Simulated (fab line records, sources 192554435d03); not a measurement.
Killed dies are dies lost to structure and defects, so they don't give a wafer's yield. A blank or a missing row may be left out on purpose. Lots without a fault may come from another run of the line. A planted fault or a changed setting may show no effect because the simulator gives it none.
A struck lot beside a sound one | flow n5_finfet | 44 steps out of a route of 1938
Sound: wafers L375.1, L375.2, L375.6. Struck: wafer L383.2. (L383.3 of the same lot was not struck and is left out.) The cause comes at the end.
At each step with rows: each side's tool, then ch and its chambers, then its first start. Under that, the readings that differ: sound wafers | struck wafers | difference of the means | sigmas: that difference in standard deviations of wafers without a fault.
alike: readings whose means differ by less than 2 such deviations, and words and numbers that are the same on both sides. not compared: withheld readings, readings that some wafer has no value for, bounds like >300 that may hide the same value, and numbers for which the record gives no deviation and whose values overlap.
The two part at a step that has a row with sigmas, a row that says differs or no value, or rows on one side only. Numbers that don't overlap but have no deviation are shown without sigmas and don't part them. A reading that every wafer of one side lacks parts them only if that side has two wafers or more.

first, 1 step without rows for these wafers: N5_BEOL_M1_ANNEAL_95 (time 240 s).
N5_BEOL_M1_SPUTTER_96: material Cu, target thk 4.5 nm, time 8.29 s.
  sound on pvd_sputter-02, day 7 13:16; struck on pvd_sputter-03, day 9 15:26
  alike: throttle_valve_pct
then, 1 step without rows for these wafers: N5_BEOL_M1_ECD_50 (material Cu, target thk 300 nm).
N5_BEOL_M1_ANNEAL_51: time 90 s.
  sound on rtp_anneal-01 ch 0, day 7 13:28; struck on rtp_anneal-02 ch 0, day 9 15:52
  alike: wafer_temp_C_max
then, 1 step without rows for these wafers: N5_BEOL_M1_CMP_52 (polishes, stops on SiOC, t overpolish 6.8 s, target thk 40 nm).
N5_BEOL_M1_THK_MEAS_53: measures by xrf.
  sound on film_metro-01, day 7 14:04; struck on film_metro-01, day 9 16:25
  alike: M1_THK
then, 1 step without rows for these wafers: N5_BEOL_M1_PRE_CLEAN_60 (time 15 s).
N5_BEOL_M1_CO_CAP_55: material Co, precursor CCTBA/H2, target thk 2 nm, time 102.1 s.
  sound on cvd_co-01 ch 0,1,2, day 7 14:11; struck on cvd_co-01 ch 1, day 9 16:29
  alike: heater_power_w
then, 2 steps without rows for these wafers: N5_BEOL_M1_PRE_CLEAN_56 (time 15 s); N5_BEOL_M1_DEP_57 (deposits SiCN from 3MS/NH3, target thk 8 nm, time 14 s).
N5_BEOL_M1_RS_MEAS_58: measures by four-point-probe.
  sound on film_metro-01, day 7 14:22; struck on film_metro-01, day 9 16:40
  alike: M1_RS
N5_BEOL_M1_INSPECT_59: inspects for defects (darkfield).
  sound on defect_inspect-01, day 7 14:23; struck on defect_inspect-01, day 9 16:42
  alike: raw_defect_count
N5_BEOL_M2_ILD_DEP_00: deposits SiOC from DEMS/O2, target thk 79 nm, time 15.3 s.
  sound on pecvd-04 ch 0,2, day 7 14:26; struck on pecvd-04 ch 1, day 9 16:44
  reading                                      | sound        | struck | difference | sigmas
  model.SiOC_of_BEOL_M2_ILD_DEP_00.thk_nm (nm) | 78.8 78.8 80 | 52     | -27        |
  alike: heater_power_w, showerhead_plenum_p_Torr, throttle_valve_pct
N5_BEOL_M2_THK_MEAS_01:
  sound on film_metro-01, day 7 14:29; struck on film_metro-01, day 9 16:49
  reading         | sound          | struck | difference | sigmas
  M2_ILD_THK (nm) | 78.7 78.7 79.9 | 52.0   | -27.1      | -29
then, 11 steps without rows for these wafers: N5_BEOL_M2_PECVD_72 (deposits SiO2 from TEOS/O2, target thk 16 nm, time 18 s); N5_BEOL_M2_HM_DEP_02 (deposits TiN, target thk 20 nm); N5_BEOL_M2_COAT_61 (time 60 s, resist thk 60 nm); N5_BEOL_M2_COAT_62 (time 60 s, resist thk 12 nm); N5_BEOL_M2_COAT_73 (time 60 s, resist thk 5 nm); N5_BEOL_M2_COAT_05 (resist thk 30 nm); N5_BEOL_M2_EBR_07; N5_BEOL_M2_SOFTBAKE_06 (time 60 s); N5_BEOL_M2_EXPOSE_08 (exposes mask M2); N5_BEOL_M2_PEB_09 (peb time 60 s); N5_BEOL_M2_DEVELOP_10 (develop time 30 s).
N5_BEOL_M2_CD_MEAS_11: target cd 16.79 nm.
  sound on cd_sem-03 ch 0, day 7 16:33; struck on cd_sem-01 ch 0, day 9 19:24
  alike: cd_nm
N5_BEOL_M2_OVL_MEAS_12:
  sound on overlay-02 ch 0, day 7 16:35; struck on overlay-01 ch 0, day 9 19:26
  alike: M2_OVL
N5_BEOL_M2_INSPECT_13: inspects for defects (brightfield).
  sound on defect_inspect-01, day 7 16:38; struck on defect_inspect-01, day 9 19:29
  reading          | sound       | struck | difference | sigmas
  raw_defect_count | 474 456 515 | 313    | -169       | -2
then, 2 steps without rows for these wafers: N5_BEOL_M2_DESCUM_16 (chemistry O2, time 7 s); N5_BEOL_M2_ETCH_74 (etches underlayer in N2/H2, target depth 6.5 nm, time 5.2 s).
N5_BEOL_M2_ETCH_63: etches SiARC in CF4, target depth 15.6 nm, time 26 s.
  sound on rie_diel-04 ch 0,2, day 7 16:45; struck on rie_diel-05 ch 3, day 9 19:38
  reading                         | sound          | struck | difference | sigmas
  showerhead_plenum_p_Torr (Torr) | 2.03 2.20 2.03 | 2.24   | +0.15      | +2
  alike: drypump_motor_current_A, etch_rf_on_time_s, oes_product_au, rf_vpp_V, throttle_valve_pct
  not compared: rf_hours_counter_h
then, 3 steps without rows for these wafers: N5_BEOL_M2_ETCH_64 (etches SOC in N2/H2, target depth 75 nm, overetch 22.5 nm, time 121.9 s); N5_BEOL_M2_STRIP_65 (strips in N2/H2); N5_BEOL_M2_STRIP_75 (strips in N2/H2).
N5_BEOL_M2_STRIP_66: strips in CF4.
  sound on rie_diel-04 ch 0,2, day 7 16:59; struck on rie_diel-05 ch 3, day 9 19:48
  reading                         | sound          | struck | difference | sigmas
  showerhead_plenum_p_Torr (Torr) | 1.71 1.84 1.71 | 1.87   | +0.12      | +2
  alike: drypump_motor_current_A, oes_product_au, rf_vpp_V, throttle_valve_pct
  not compared: rf_hours_counter_h
then, 2 steps without rows for these wafers: N5_BEOL_M2_HM_OPEN_17 (chemistry Cl2/BCl3, target TiN, target depth 20 nm, overetch 6 nm); N5_BEOL_M2_STRIP_19 (strips in O2).
N5_BEOL_M2_CD_MEAS_18: pitch 36 nm, target cd 18 nm.
  sound on cd_sem-02, day 7 17:17; struck on cd_sem-01, day 9 20:04
  alike: cd_nm
then, 4 steps without rows for these wafers: N5_BEOL_M2_COAT_67 (time 60 s, resist thk 60 nm); N5_BEOL_M2_COAT_68 (time 60 s, resist thk 12 nm); N5_BEOL_M2_COAT_76 (time 60 s, resist thk 5 nm); N5_BEOL_M2_COAT_22 (resist thk 30 nm).
N5_BEOL_M2_CMP_52: polishes, stops on SiOC, t overpolish 6.8 s, target thk 40 nm.
  sound on cmp-02 ch 0,2, day 7 23:14; struck on cmp-02 ch 2, day 10 03:58
  reading                                      | sound        | struck | difference | sigmas
  model.SiOC_of_BEOL_M2_ILD_DEP_00.thk_nm (nm) | 75.8 75.8 77 | 49     | -27        |
  alike: motor_current_A, platen_rpm
N5_BEOL_M4_RC_MEAS_101:
  the record has rows for the sound wafers here (prober-02 ch 0, day 8 17:06) and none for the struck ones

WHERE THEY PART
First at N5_BEOL_M2_THK_MEAS_01; last, within this record, at N5_BEOL_M4_RC_MEAS_101.

WHY: what the simulator had put in
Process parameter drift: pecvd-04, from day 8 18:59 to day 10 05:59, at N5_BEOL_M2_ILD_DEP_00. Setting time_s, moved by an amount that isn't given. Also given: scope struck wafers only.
